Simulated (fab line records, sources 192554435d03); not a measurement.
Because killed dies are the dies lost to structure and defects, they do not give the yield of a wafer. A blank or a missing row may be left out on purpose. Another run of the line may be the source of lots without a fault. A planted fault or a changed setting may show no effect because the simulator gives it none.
fab line records / flow n5Finfet
record lots=7 wafers=39
route steps=1938 shown FIN_SAQP@120 FIN_CUT@169 DUMMY_GATE@237 HKMG_FIN@421 MOL_CONTACT_COAG@559 BEOL_M4@1111
startH: hours from the record's first day to the start of the lot's first wafer shown / waitH: hours from the lot's prior step to this one / " the same as in the row above / L1.1+2: a row that stands for several wafers / - no value present, or no start provided / * or withheld: withheld / < > ~ a bound
route shown NAME@n: a module of which the file shows steps, and the number in the route of the first / usual: average and standard deviation across the fault-free wafers / same: alike in all rows / chamber/n: place in a boat / sites: per-site readings / _std_site: standard deviation of those values / _edge_site: inner sites' mean taken away from outer sites' mean / radiusMm: for every site, how far away it sits from the centre of the wafer / mask NAME#n: copy n / behind: tool/chamber where the wafer was last shaped / hold: the reason the lot was held/the length of the hold in hours/how it ended / device: the transistor (n, p or np) that didn't switch / end of line: tests run on the same wafers once the route is complete / for a step that has no rows: nothing shown but its recipe / killed: the dies lost at the first sort to structure and to defects; this is not the yield of the wafer / map: a wafer's dies, marking killed ones x, the rest . and places with no die _
set.NAME: the run value of the setting; set.NAME@STEP: its run value at that earlier step / model.NAME: the simulator's own value behind a step, which no gauge read
lots run with intentionally changed settings; tables by step, rows by wafer
## steps
# step N5_FIN_SAQP_MANDREL_ETCH_22
# recipe targetDepthA=600 chemistry=HBr/Cl2 target=a-Si stopOn=SiNx btTimeS=10 overEtchFrac=0.5 timeS=30 pressureMtorr=10 icpW=800 biasW=75 HBr_flow_sccm=150 Cl2_flow_sccm=80 ends=endPoint
# step N5_FIN_CUT_ETCH_21
# recipe chemistry=N2/H2 target=SOC targetDepthA=2190 overetchA=438 maskMaterial=SiARC tempC=40 ionEnergyEv=100 biasW=61 timeS=523.5 pressureMtorr=30 sourceW=850 n2FlowSccm=200 h2FlowSccm=200
# step N5_FIN_CUT_CUT_ETCH_26
# recipe chemistry=CH3F/O2 target=SiNx targetDepthA=390 maskMaterial=SOC timeS=55.7 pressureMtorr=30 sourceW=395 biasW=73 Ar_flow_sccm=150 CH3F_flow_sccm=30 O2_flow_sccm=20 ionEnergyEv=120
# step N5_DUMMY_GATE_ETCH_37
# recipe chemistry=N2/H2 target=SOC targetDepthA=600 overetchA=300 tempC=40 ionEnergyEv=200 pressureMtorr=30 sourceW=840 biasW=150 n2FlowSccm=200 h2FlowSccm=200
# step N5_HKMG_FIN_PWFM_ALD_03
# recipe material=TiN targetThkA=20 tempC=400 aldPrecursorFamily=TiCl4 aldCoReactant=NH3 pulseTimeS=1 purgeTimeS=3 coReactantPurgeTimeS=2 coReactantPulseTimeS=2 aldCycles=91 pressureTorr=3
# step N5_MOL_CONTACT_COAG_ALD_27
# recipe material=SiOC targetThkA=170 tempC=400 aldPrecursorFamily=carbosiloxane aldCoReactant=H2-plasma pulseTimeS=1.5 timeS=2720 purgeTimeS=2 coReactantPurgeTimeS=2 aldCycles=340 pressureTorr=2
# step N5_MOL_CONTACT_COAG_EXPOSE_37
# recipe maskId=VD na=0.33 sourceShape=annular sigmaInner=0.3 sigmaOuter=0.7 polarization=unpolarized defocusNm=0 doseMj=62
# step N5_BEOL_M4_RC_MEAS_101
# usual IOFF_P_LONG=0.000105/6.9e-06 VT_P=-251/3 VT_P_LONG=-275.6/2.6 VT_P_LVT=-99.1/2.7
lot.wafer=L079.1 tool=prober-02 chamber=0 startH=236.73 waitH=0.0 set.targetDepthA@FIN_SAQP_MANDREL_ETCH_22=661.2 set.biasW@FIN_CUT_ETCH_21=61 set.targetDepthA@FIN_CUT_CUT_ETCH_26=390 set.sourceW@DUMMY_GATE_ETCH_37=738.3 set.aldCycles@HKMG_FIN_PWFM_ALD_03=91 set.timeS@MOL_CONTACT_COAG_ALD_27=2135 set.doseMj@MOL_CONTACT_COAG_EXPOSE_37=62 IOFF_P_LONG[nA/um]=0.00011 VT_P[mV]=-256 VT_P_LONG[mV]=-278.4 VT_P_LVT[mV]=-105.4
lot.wafer=L079.2 tool=prober-02 chamber=0 startH=236.73 waitH=0.0 set.targetDepthA@FIN_SAQP_MANDREL_ETCH_22=661.2 set.biasW@FIN_CUT_ETCH_21=55.83 set.targetDepthA@FIN_CUT_CUT_ETCH_26=390 set.sourceW@DUMMY_GATE_ETCH_37=840 set.aldCycles@HKMG_FIN_PWFM_ALD_03=86 set.timeS@MOL_CONTACT_COAG_ALD_27=2135 set.doseMj@MOL_CONTACT_COAG_EXPOSE_37=62 IOFF_P_LONG[nA/um]=9.7e-05 VT_P[mV]=-255 VT_P_LONG[mV]=-280.2 VT_P_LVT[mV]=-102.3
lot.wafer=L079.3 tool=prober-02 chamber=0 startH=236.73 waitH=0.0 set.targetDepthA@FIN_SAQP_MANDREL_ETCH_22=661.2 set.biasW@FIN_CUT_ETCH_21=55.83 set.targetDepthA@FIN_CUT_CUT_ETCH_26=390 set.sourceW@DUMMY_GATE_ETCH_37=738.3 set.aldCycles@HKMG_FIN_PWFM_ALD_03=86 set.timeS@MOL_CONTACT_COAG_ALD_27=2135 set.doseMj@MOL_CONTACT_COAG_EXPOSE_37=62 IOFF_P_LONG[nA/um]=9.3e-05 VT_P[mV]=-256 VT_P_LONG[mV]=-280.2 VT_P_LVT[mV]=-103.0
lot.wafer=L079.4 tool=prober-02 chamber=0 startH=236.73 waitH=0.0 set.targetDepthA@FIN_SAQP_MANDREL_ETCH_22=600 set.biasW@FIN_CUT_ETCH_21=61 set.targetDepthA@FIN_CUT_CUT_ETCH_26=390 set.sourceW@DUMMY_GATE_ETCH_37=840 set.aldCycles@HKMG_FIN_PWFM_ALD_03=91 set.timeS@MOL_CONTACT_COAG_ALD_27=2720 set.doseMj@MOL_CONTACT_COAG_EXPOSE_37=62 IOFF_P_LONG[nA/um]=0.000104 VT_P[mV]=-249 VT_P_LONG[mV]=-277.2 VT_P_LVT[mV]=-98.9
lot.wafer=L079.5 tool=prober-02 chamber=0 startH=236.73 waitH=0.0 set.targetDepthA@FIN_SAQP_MANDREL_ETCH_22=600 set.biasW@FIN_CUT_ETCH_21=61 set.targetDepthA@FIN_CUT_CUT_ETCH_26=390 set.sourceW@DUMMY_GATE_ETCH_37=738.3 set.aldCycles@HKMG_FIN_PWFM_ALD_03=86 set.timeS@MOL_CONTACT_COAG_ALD_27=2720 set.doseMj@MOL_CONTACT_COAG_EXPOSE_37=62 IOFF_P_LONG[nA/um]=9.3e-05 VT_P[mV]=-259 VT_P_LONG[mV]=-280.9 VT_P_LVT[mV]=-106.6
lot.wafer=L079.6 tool=prober-02 chamber=0 startH=236.73 waitH=0.0 set.targetDepthA@FIN_SAQP_MANDREL_ETCH_22=600 set.biasW@FIN_CUT_ETCH_21=55.83 set.targetDepthA@FIN_CUT_CUT_ETCH_26=390 set.sourceW@DUMMY_GATE_ETCH_37=840 set.aldCycles@HKMG_FIN_PWFM_ALD_03=91 set.timeS@MOL_CONTACT_COAG_ALD_27=2720 set.doseMj@MOL_CONTACT_COAG_EXPOSE_37=62 IOFF_P_LONG[nA/um]=0.000102 VT_P[mV]=-251 VT_P_LONG[mV]=-277.3 VT_P_LVT[mV]=-98.3
lot.wafer=L084.1 tool=prober-02 chamber=0 startH=264.42 waitH=0.0 set.targetDepthA@FIN_SAQP_MANDREL_ETCH_22=558.1 set.biasW@FIN_CUT_ETCH_21=67.53 set.targetDepthA@FIN_CUT_CUT_ETCH_26=390 set.sourceW@DUMMY_GATE_ETCH_37=840 set.aldCycles@HKMG_FIN_PWFM_ALD_03=91 set.timeS@MOL_CONTACT_COAG_ALD_27=2720 set.doseMj@MOL_CONTACT_COAG_EXPOSE_37=65.49 IOFF_P_LONG[nA/um]=0.000109 VT_P[mV]=-249 VT_P_LONG[mV]=-274.4 VT_P_LVT[mV]=-94.0
lot.wafer=L084.2 tool=prober-02 chamber=0 startH=264.42 waitH=0.0 set.targetDepthA@FIN_SAQP_MANDREL_ETCH_22=600 set.biasW@FIN_CUT_ETCH_21=67.53 set.targetDepthA@FIN_CUT_CUT_ETCH_26=390 set.sourceW@DUMMY_GATE_ETCH_37=840 set.aldCycles@HKMG_FIN_PWFM_ALD_03=85 set.timeS@MOL_CONTACT_COAG_ALD_27=2720 set.doseMj@MOL_CONTACT_COAG_EXPOSE_37=65.49 IOFF_P_LONG[nA/um]=0.000104 VT_P[mV]=-252 VT_P_LONG[mV]=-280.6 VT_P_LVT[mV]=-100.3
lot.wafer=L084.3 tool=prober-02 chamber=0 startH=264.42 waitH=0.0 set.targetDepthA@FIN_SAQP_MANDREL_ETCH_22=600 set.biasW@FIN_CUT_ETCH_21=61 set.targetDepthA@FIN_CUT_CUT_ETCH_26=390 set.sourceW@DUMMY_GATE_ETCH_37=969.8 set.aldCycles@HKMG_FIN_PWFM_ALD_03=85 set.timeS@MOL_CONTACT_COAG_ALD_27=2720 set.doseMj@MOL_CONTACT_COAG_EXPOSE_37=62 IOFF_P_LONG[nA/um]=0.000104 VT_P[mV]=-254 VT_P_LONG[mV]=-277.7 VT_P_LVT[mV]=-104.2
lot.wafer=L084.4 tool=prober-02 chamber=0 startH=264.42 waitH=0.0 set.targetDepthA@FIN_SAQP_MANDREL_ETCH_22=558.1 set.biasW@FIN_CUT_ETCH_21=61 set.targetDepthA@FIN_CUT_CUT_ETCH_26=353.7 set.sourceW@DUMMY_GATE_ETCH_37=840 set.aldCycles@HKMG_FIN_PWFM_ALD_03=91 set.timeS@MOL_CONTACT_COAG_ALD_27=2720 set.doseMj@MOL_CONTACT_COAG_EXPOSE_37=62 IOFF_P_LONG[nA/um]=0.000114 VT_P[mV]=-246 VT_P_LONG[mV]=-271.0 VT_P_LVT[mV]=-94.8
lot.wafer=L084.5 tool=prober-02 chamber=0 startH=264.42 waitH=0.0 set.targetDepthA@FIN_SAQP_MANDREL_ETCH_22=600 set.biasW@FIN_CUT_ETCH_21=67.53 set.targetDepthA@FIN_CUT_CUT_ETCH_26=353.7 set.sourceW@DUMMY_GATE_ETCH_37=969.8 set.aldCycles@HKMG_FIN_PWFM_ALD_03=91 set.timeS@MOL_CONTACT_COAG_ALD_27=2720 set.doseMj@MOL_CONTACT_COAG_EXPOSE_37=62 IOFF_P_LONG[nA/um]=0.000115 VT_P[mV]=-248 VT_P_LONG[mV]=-273.3 VT_P_LVT[mV]=-95.0
lot.wafer=L084.6 tool=prober-02 chamber=0 startH=264.42 waitH=0.0 set.targetDepthA@FIN_SAQP_MANDREL_ETCH_22=558.1 set.biasW@FIN_CUT_ETCH_21=61 set.targetDepthA@FIN_CUT_CUT_ETCH_26=353.7 set.sourceW@DUMMY_GATE_ETCH_37=969.8 set.aldCycles@HKMG_FIN_PWFM_ALD_03=85 set.timeS@MOL_CONTACT_COAG_ALD_27=2720 set.doseMj@MOL_CONTACT_COAG_EXPOSE_37=65.49 IOFF_P_LONG[nA/um]=0.000106 VT_P[mV]=-252 VT_P_LONG[mV]=-278.8 VT_P_LVT[mV]=-103.3
lot.wafer=L087.1 tool=prober-01 chamber=0 startH=270.87 waitH=0.0 set.targetDepthA@FIN_SAQP_MANDREL_ETCH_22=600 set.biasW@FIN_CUT_ETCH_21=61 set.targetDepthA@FIN_CUT_CUT_ETCH_26=438.5 set.sourceW@DUMMY_GATE_ETCH_37=840 set.aldCycles@HKMG_FIN_PWFM_ALD_03=87 set.timeS@MOL_CONTACT_COAG_ALD_27=2720 set.doseMj@MOL_CONTACT_COAG_EXPOSE_37=62 IOFF_P_LONG[nA/um]=0.0001 VT_P[mV]=-251 VT_P_LONG[mV]=-281.5 VT_P_LVT[mV]=-99.9
lot.wafer=L087.2 tool=prober-01 chamber=0 startH=270.87 waitH=0.0 set.targetDepthA@FIN_SAQP_MANDREL_ETCH_22=600 set.biasW@FIN_CUT_ETCH_21=61 set.targetDepthA@FIN_CUT_CUT_ETCH_26=390 set.sourceW@DUMMY_GATE_ETCH_37=983.1 set.aldCycles@HKMG_FIN_PWFM_ALD_03=87 set.timeS@MOL_CONTACT_COAG_ALD_27=2720 set.doseMj@MOL_CONTACT_COAG_EXPOSE_37=57.44 IOFF_P_LONG[nA/um]=9.7e-05 VT_P[mV]=-252 VT_P_LONG[mV]=-280.7 VT_P_LVT[mV]=-98.0
lot.wafer=L087.3 tool=prober-01 chamber=0 startH=270.87 waitH=0.0 set.targetDepthA@FIN_SAQP_MANDREL_ETCH_22=600 set.biasW@FIN_CUT_ETCH_21=68.98 set.targetDepthA@FIN_CUT_CUT_ETCH_26=390 set.sourceW@DUMMY_GATE_ETCH_37=840 set.aldCycles@HKMG_FIN_PWFM_ALD_03=91 set.timeS@MOL_CONTACT_COAG_ALD_27=2720 set.doseMj@MOL_CONTACT_COAG_EXPOSE_37=57.44 IOFF_P_LONG[nA/um]=0.000103 VT_P[mV]=-249 VT_P_LONG[mV]=-275.8 VT_P_LVT[mV]=-96.8
lot.wafer=L087.4 tool=prober-01 chamber=0 startH=270.87 waitH=0.0 set.targetDepthA@FIN_SAQP_MANDREL_ETCH_22=567.5 set.biasW@FIN_CUT_ETCH_21=68.98 set.targetDepthA@FIN_CUT_CUT_ETCH_26=438.5 set.sourceW@DUMMY_GATE_ETCH_37=983.1 set.aldCycles@HKMG_FIN_PWFM_ALD_03=87 set.timeS@MOL_CONTACT_COAG_ALD_27=2720 set.doseMj@MOL_CONTACT_COAG_EXPOSE_37=57.44 IOFF_P_LONG[nA/um]=9.3e-05 VT_P[mV]=-255 VT_P_LONG[mV]=-278.3 VT_P_LVT[mV]=-100.7
lot.wafer=L087.5 tool=prober-01 chamber=0 startH=270.87 waitH=0.0 set.targetDepthA@FIN_SAQP_MANDREL_ETCH_22=567.5 set.biasW@FIN_CUT_ETCH_21=68.98 set.targetDepthA@FIN_CUT_CUT_ETCH_26=438.5 set.sourceW@DUMMY_GATE_ETCH_37=983.1 set.aldCycles@HKMG_FIN_PWFM_ALD_03=91 set.timeS@MOL_CONTACT_COAG_ALD_27=2720 set.doseMj@MOL_CONTACT_COAG_EXPOSE_37=62 IOFF_P_LONG[nA/um]=0.000109 VT_P[mV]=-248 VT_P_LONG[mV]=-274.1 VT_P_LVT[mV]=-94.0
lot.wafer=L087.6 tool=prober-01 chamber=0 startH=270.87 waitH=0.0 set.targetDepthA@FIN_SAQP_MANDREL_ETCH_22=567.5 set.biasW@FIN_CUT_ETCH_21=61 set.targetDepthA@FIN_CUT_CUT_ETCH_26=390 set.sourceW@DUMMY_GATE_ETCH_37=840 set.aldCycles@HKMG_FIN_PWFM_ALD_03=91 set.timeS@MOL_CONTACT_COAG_ALD_27=2720 set.doseMj@MOL_CONTACT_COAG_EXPOSE_37=62 IOFF_P_LONG[nA/um]=9.8e-05 VT_P[mV]=-251 VT_P_LONG[mV]=-273.7 VT_P_LVT[mV]=-98.7
lot.wafer=L086.1 tool=prober-02 chamber=0 startH=271.14 waitH=0.0 set.targetDepthA@FIN_SAQP_MANDREL_ETCH_22=600 set.biasW@FIN_CUT_ETCH_21=71.27 set.targetDepthA@FIN_CUT_CUT_ETCH_26=371.3 set.sourceW@DUMMY_GATE_ETCH_37=840 set.aldCycles@HKMG_FIN_PWFM_ALD_03=91 set.timeS@MOL_CONTACT_COAG_ALD_27=2720 set.doseMj@MOL_CONTACT_COAG_EXPOSE_37=64.22 IOFF_P_LONG[nA/um]=0.000102 VT_P[mV]=-251 VT_P_LONG[mV]=-276.0 VT_P_LVT[mV]=-98.0
lot.wafer=L086.2 tool=prober-02 chamber=0 startH=271.14 waitH=0.0 set.targetDepthA@FIN_SAQP_MANDREL_ETCH_22=600 set.biasW@FIN_CUT_ETCH_21=71.27 set.targetDepthA@FIN_CUT_CUT_ETCH_26=390 set.sourceW@DUMMY_GATE_ETCH_37=740.6 set.aldCycles@HKMG_FIN_PWFM_ALD_03=87 set.timeS@MOL_CONTACT_COAG_ALD_27=3042 set.doseMj@MOL_CONTACT_COAG_EXPOSE_37=64.22 IOFF_P_LONG[nA/um]=0.0001 VT_P[mV]=-257 VT_P_LONG[mV]=-280.4 VT_P_LVT[mV]=-101.5
lot.wafer=L086.3 tool=prober-02 chamber=0 startH=271.14 waitH=0.0 set.targetDepthA@FIN_SAQP_MANDREL_ETCH_22=600 set.biasW@FIN_CUT_ETCH_21=61 set.targetDepthA@FIN_CUT_CUT_ETCH_26=390 set.sourceW@DUMMY_GATE_ETCH_37=840 set.aldCycles@HKMG_FIN_PWFM_ALD_03=91 set.timeS@MOL_CONTACT_COAG_ALD_27=3042 set.doseMj@MOL_CONTACT_COAG_EXPOSE_37=64.22 IOFF_P_LONG[nA/um]=0.0001 VT_P[mV]=-254 VT_P_LONG[mV]=-274.1 VT_P_LVT[mV]=-100.5
lot.wafer=L086.4 tool=prober-02 chamber=0 startH=271.14 waitH=0.0 set.targetDepthA@FIN_SAQP_MANDREL_ETCH_22=643.6 set.biasW@FIN_CUT_ETCH_21=71.27 set.targetDepthA@FIN_CUT_CUT_ETCH_26=371.3 set.sourceW@DUMMY_GATE_ETCH_37=740.6 set.aldCycles@HKMG_FIN_PWFM_ALD_03=91 set.timeS@MOL_CONTACT_COAG_ALD_27=3042 set.doseMj@MOL_CONTACT_COAG_EXPOSE_37=62 IOFF_P_LONG[nA/um]=0.000101 VT_P[mV]=-249 VT_P_LONG[mV]=-275.6 VT_P_LVT[mV]=-98.5
lot.wafer=L086.5 tool=prober-02 chamber=0 startH=271.14 waitH=0.0 set.targetDepthA@FIN_SAQP_MANDREL_ETCH_22=643.6 set.biasW@FIN_CUT_ETCH_21=61 set.targetDepthA@FIN_CUT_CUT_ETCH_26=390 set.sourceW@DUMMY_GATE_ETCH_37=840 set.aldCycles@HKMG_FIN_PWFM_ALD_03=87 set.timeS@MOL_CONTACT_COAG_ALD_27=2720 set.doseMj@MOL_CONTACT_COAG_EXPOSE_37=62 IOFF_P_LONG[nA/um]=9.1e-05 VT_P[mV]=-252 VT_P_LONG[mV]=-281.9 VT_P_LVT[mV]=-99.0
lot.wafer=L086.6 tool=prober-02 chamber=0 startH=271.14 waitH=0.0 set.targetDepthA@FIN_SAQP_MANDREL_ETCH_22=643.6 set.biasW@FIN_CUT_ETCH_21=61 set.targetDepthA@FIN_CUT_CUT_ETCH_26=371.3 set.sourceW@DUMMY_GATE_ETCH_37=740.6 set.aldCycles@HKMG_FIN_PWFM_ALD_03=87 set.timeS@MOL_CONTACT_COAG_ALD_27=2720 set.doseMj@MOL_CONTACT_COAG_EXPOSE_37=62 IOFF_P_LONG[nA/um]=0.000101 VT_P[mV]=-254 VT_P_LONG[mV]=-277.4 VT_P_LVT[mV]=-102.0
lot.wafer=L089.1 tool=prober-02 chamber=0 startH=299.45 waitH=0.0 set.targetDepthA@FIN_SAQP_MANDREL_ETCH_22=600 set.biasW@FIN_CUT_ETCH_21=61 set.targetDepthA@FIN_CUT_CUT_ETCH_26=390 set.sourceW@DUMMY_GATE_ETCH_37=840 set.aldCycles@HKMG_FIN_PWFM_ALD_03=91 set.timeS@MOL_CONTACT_COAG_ALD_27=2720 set.doseMj@MOL_CONTACT_COAG_EXPOSE_37=62 IOFF_P_LONG[nA/um]=0.000115 VT_P[mV]=-246 VT_P_LONG[mV]=-272.0 VT_P_LVT[mV]=-95.6
lot.wafer=L089.3 tool=prober-02 chamber=0 startH=299.45 waitH=0.0 set.targetDepthA@FIN_SAQP_MANDREL_ETCH_22=600 set.biasW@FIN_CUT_ETCH_21=61 set.targetDepthA@FIN_CUT_CUT_ETCH_26=390 set.sourceW@DUMMY_GATE_ETCH_37=840 set.aldCycles@HKMG_FIN_PWFM_ALD_03=91 set.timeS@MOL_CONTACT_COAG_ALD_27=2720 set.doseMj@MOL_CONTACT_COAG_EXPOSE_37=62 IOFF_P_LONG[nA/um]=0.00011 VT_P[mV]=-252 VT_P_LONG[mV]=-274.6 VT_P_LVT[mV]=-100.6
lot.wafer=L089.6 tool=prober-02 chamber=0 startH=299.45 waitH=0.0 set.targetDepthA@FIN_SAQP_MANDREL_ETCH_22=600 set.biasW@FIN_CUT_ETCH_21=61 set.targetDepthA@FIN_CUT_CUT_ETCH_26=390 set.sourceW@DUMMY_GATE_ETCH_37=840 set.aldCycles@HKMG_FIN_PWFM_ALD_03=91 set.timeS@MOL_CONTACT_COAG_ALD_27=2720 set.doseMj@MOL_CONTACT_COAG_EXPOSE_37=62 IOFF_P_LONG[nA/um]=0.000113 VT_P[mV]=-248 VT_P_LONG[mV]=-270.9 VT_P_LVT[mV]=-98.0
lot.wafer=L093.1 tool=prober-02 chamber=0 startH=322.04 waitH=0.0 set.targetDepthA@FIN_SAQP_MANDREL_ETCH_22=543.4 set.biasW@FIN_CUT_ETCH_21=57.27 set.targetDepthA@FIN_CUT_CUT_ETCH_26=390 set.sourceW@DUMMY_GATE_ETCH_37=840 set.aldCycles@HKMG_FIN_PWFM_ALD_03=91 set.timeS@MOL_CONTACT_COAG_ALD_27=2720 set.doseMj@MOL_CONTACT_COAG_EXPOSE_37=57.16 IOFF_P_LONG[nA/um]=0.000111 VT_P[mV]=-250 VT_P_LONG[mV]=-275.6 VT_P_LVT[mV]=-99.5
lot.wafer=L093.2 tool=prober-02 chamber=0 startH=322.04 waitH=0.0 set.targetDepthA@FIN_SAQP_MANDREL_ETCH_22=543.4 set.biasW@FIN_CUT_ETCH_21=57.27 set.targetDepthA@FIN_CUT_CUT_ETCH_26=372.8 set.sourceW@DUMMY_GATE_ETCH_37=840 set.aldCycles@HKMG_FIN_PWFM_ALD_03=99 set.timeS@MOL_CONTACT_COAG_ALD_27=2720 set.doseMj@MOL_CONTACT_COAG_EXPOSE_37=62 IOFF_P_LONG[nA/um]=0.000125 VT_P[mV]=-240 VT_P_LONG[mV]=-266.6 VT_P_LVT[mV]=-88.2
lot.wafer=L093.3 tool=prober-02 chamber=0 startH=322.04 waitH=0.0 set.targetDepthA@FIN_SAQP_MANDREL_ETCH_22=600 set.biasW@FIN_CUT_ETCH_21=61 set.targetDepthA@FIN_CUT_CUT_ETCH_26=390 set.sourceW@DUMMY_GATE_ETCH_37=840 set.aldCycles@HKMG_FIN_PWFM_ALD_03=91 set.timeS@MOL_CONTACT_COAG_ALD_27=2720 set.doseMj@MOL_CONTACT_COAG_EXPOSE_37=62 IOFF_P_LONG[nA/um]=0.000107 VT_P[mV]=-254 VT_P_LONG[mV]=-273.7 VT_P_LVT[mV]=-99.4
lot.wafer=L093.4 tool=prober-02 chamber=0 startH=322.04 waitH=0.0 set.targetDepthA@FIN_SAQP_MANDREL_ETCH_22=600 set.biasW@FIN_CUT_ETCH_21=61 set.targetDepthA@FIN_CUT_CUT_ETCH_26=372.8 set.sourceW@DUMMY_GATE_ETCH_37=840 set.aldCycles@HKMG_FIN_PWFM_ALD_03=91 set.timeS@MOL_CONTACT_COAG_ALD_27=2720 set.doseMj@MOL_CONTACT_COAG_EXPOSE_37=57.16 IOFF_P_LONG[nA/um]=0.000106 VT_P[mV]=-252 VT_P_LONG[mV]=-272.3 VT_P_LVT[mV]=-97.5
lot.wafer=L093.5 tool=prober-02 chamber=0 startH=322.04 waitH=0.0 set.targetDepthA@FIN_SAQP_MANDREL_ETCH_22=543.4 set.biasW@FIN_CUT_ETCH_21=61 set.targetDepthA@FIN_CUT_CUT_ETCH_26=390 set.sourceW@DUMMY_GATE_ETCH_37=840 set.aldCycles@HKMG_FIN_PWFM_ALD_03=99 set.timeS@MOL_CONTACT_COAG_ALD_27=2720 set.doseMj@MOL_CONTACT_COAG_EXPOSE_37=57.16 IOFF_P_LONG[nA/um]=0.000125 VT_P[mV]=-247 VT_P_LONG[mV]=-269.5 VT_P_LVT[mV]=-93.4
lot.wafer=L093.6 tool=prober-02 chamber=0 startH=322.04 waitH=0.0 set.targetDepthA@FIN_SAQP_MANDREL_ETCH_22=600 set.biasW@FIN_CUT_ETCH_21=57.27 set.targetDepthA@FIN_CUT_CUT_ETCH_26=372.8 set.sourceW@DUMMY_GATE_ETCH_37=840 set.aldCycles@HKMG_FIN_PWFM_ALD_03=99 set.timeS@MOL_CONTACT_COAG_ALD_27=2720 set.doseMj@MOL_CONTACT_COAG_EXPOSE_37=62 IOFF_P_LONG[nA/um]=0.000122 VT_P[mV]=-246 VT_P_LONG[mV]=-268.4 VT_P_LVT[mV]=-92.9
lot.wafer=L097.1 tool=prober-01 chamber=0 startH=341.10 waitH=0.0 set.targetDepthA@FIN_SAQP_MANDREL_ETCH_22=639 set.biasW@FIN_CUT_ETCH_21=53.33 set.targetDepthA@FIN_CUT_CUT_ETCH_26=390 set.sourceW@DUMMY_GATE_ETCH_37=840 set.aldCycles@HKMG_FIN_PWFM_ALD_03=100 set.timeS@MOL_CONTACT_COAG_ALD_27=3279 set.doseMj@MOL_CONTACT_COAG_EXPOSE_37=62 IOFF_P_LONG[nA/um]=0.000127 VT_P[mV]=-241 VT_P_LONG[mV]=-267.8 VT_P_LVT[mV]=-91.4
lot.wafer=L097.2 tool=prober-01 chamber=0 startH=341.10 waitH=0.0 set.targetDepthA@FIN_SAQP_MANDREL_ETCH_22=639 set.biasW@FIN_CUT_ETCH_21=53.33 set.targetDepthA@FIN_CUT_CUT_ETCH_26=390 set.sourceW@DUMMY_GATE_ETCH_37=840 set.aldCycles@HKMG_FIN_PWFM_ALD_03=91 set.timeS@MOL_CONTACT_COAG_ALD_27=2720 set.doseMj@MOL_CONTACT_COAG_EXPOSE_37=62 IOFF_P_LONG[nA/um]=0.000107 VT_P[mV]=-248 VT_P_LONG[mV]=-273.1 VT_P_LVT[mV]=-98.1
lot.wafer=L097.3 tool=prober-01 chamber=0 startH=341.10 waitH=0.0 set.targetDepthA@FIN_SAQP_MANDREL_ETCH_22=600 set.biasW@FIN_CUT_ETCH_21=61 set.targetDepthA@FIN_CUT_CUT_ETCH_26=390 set.sourceW@DUMMY_GATE_ETCH_37=840 set.aldCycles@HKMG_FIN_PWFM_ALD_03=100 set.timeS@MOL_CONTACT_COAG_ALD_27=2720 set.doseMj@MOL_CONTACT_COAG_EXPOSE_37=60.36 IOFF_P_LONG[nA/um]=0.000124 VT_P[mV]=-240 VT_P_LONG[mV]=-267.9 VT_P_LVT[mV]=-90.1
lot.wafer=L097.4 tool=prober-01 chamber=0 startH=341.10 waitH=0.0 set.targetDepthA@FIN_SAQP_MANDREL_ETCH_22=600 set.biasW@FIN_CUT_ETCH_21=53.33 set.targetDepthA@FIN_CUT_CUT_ETCH_26=390 set.sourceW@DUMMY_GATE_ETCH_37=840 set.aldCycles@HKMG_FIN_PWFM_ALD_03=91 set.timeS@MOL_CONTACT_COAG_ALD_27=3279 set.doseMj@MOL_CONTACT_COAG_EXPOSE_37=60.36 IOFF_P_LONG[nA/um]=0.000111 VT_P[mV]=-247 VT_P_LONG[mV]=-273.3 VT_P_LVT[mV]=-98.3
lot.wafer=L097.5 tool=prober-01 chamber=0 startH=341.10 waitH=0.0 set.targetDepthA@FIN_SAQP_MANDREL_ETCH_22=639 set.biasW@FIN_CUT_ETCH_21=61 set.targetDepthA@FIN_CUT_CUT_ETCH_26=390 set.sourceW@DUMMY_GATE_ETCH_37=840 set.aldCycles@HKMG_FIN_PWFM_ALD_03=91 set.timeS@MOL_CONTACT_COAG_ALD_27=3279 set.doseMj@MOL_CONTACT_COAG_EXPOSE_37=62 IOFF_P_LONG[nA/um]=0.000104 VT_P[mV]=-250 VT_P_LONG[mV]=-275.2 VT_P_LVT[mV]=-97.4
lot.wafer=L097.6 tool=prober-01 chamber=0 startH=341.10 waitH=0.0 set.targetDepthA@FIN_SAQP_MANDREL_ETCH_22=600 set.biasW@FIN_CUT_ETCH_21=61 set.targetDepthA@FIN_CUT_CUT_ETCH_26=390 set.sourceW@DUMMY_GATE_ETCH_37=840 set.aldCycles@HKMG_FIN_PWFM_ALD_03=100 set.timeS@MOL_CONTACT_COAG_ALD_27=2720 set.doseMj@MOL_CONTACT_COAG_EXPOSE_37=60.36 IOFF_P_LONG[nA/um]=0.000128 VT_P[mV]=-239 VT_P_LONG[mV]=-267.7 VT_P_LVT[mV]=-86.6
## key
split step=N5_FIN_SAQP_MANDREL_ETCH_22 setting=targetDepthA statedAs=600
response none clear
split step=N5_FIN_CUT_ETCH_21 setting=biasW statedAs=61
response none clear
split step=N5_FIN_CUT_CUT_ETCH_26 setting=targetDepthA statedAs=390
response none clear
split step=N5_DUMMY_GATE_ETCH_37 setting=sourceW statedAs=840
response none clear
split step=N5_HKMG_FIN_PWFM_ALD_03 setting=aldCycles statedAs=91
response step=N5_BEOL_M4_RC_MEAS_101 reading=IOFF_P_LONG slope=+1.73e-06 per=1% togetherWith=all explained=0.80
response step=N5_BEOL_M4_RC_MEAS_101 reading=VT_P_LONG slope=+0.698 per=1% togetherWith=all explained=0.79
response step=N5_BEOL_M4_RC_MEAS_101 reading=VT_P slope=+0.816 per=1% togetherWith=all explained=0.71
response step=N5_BEOL_M4_RC_MEAS_101 reading=VT_P_LVT slope=+0.805 per=1% togetherWith=all explained=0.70
split step=N5_MOL_CONTACT_COAG_ALD_27 setting=timeS statedAs=2720
response none clear
split step=N5_MOL_CONTACT_COAG_EXPOSE_37 setting=doseMj statedAs=62
response none clear
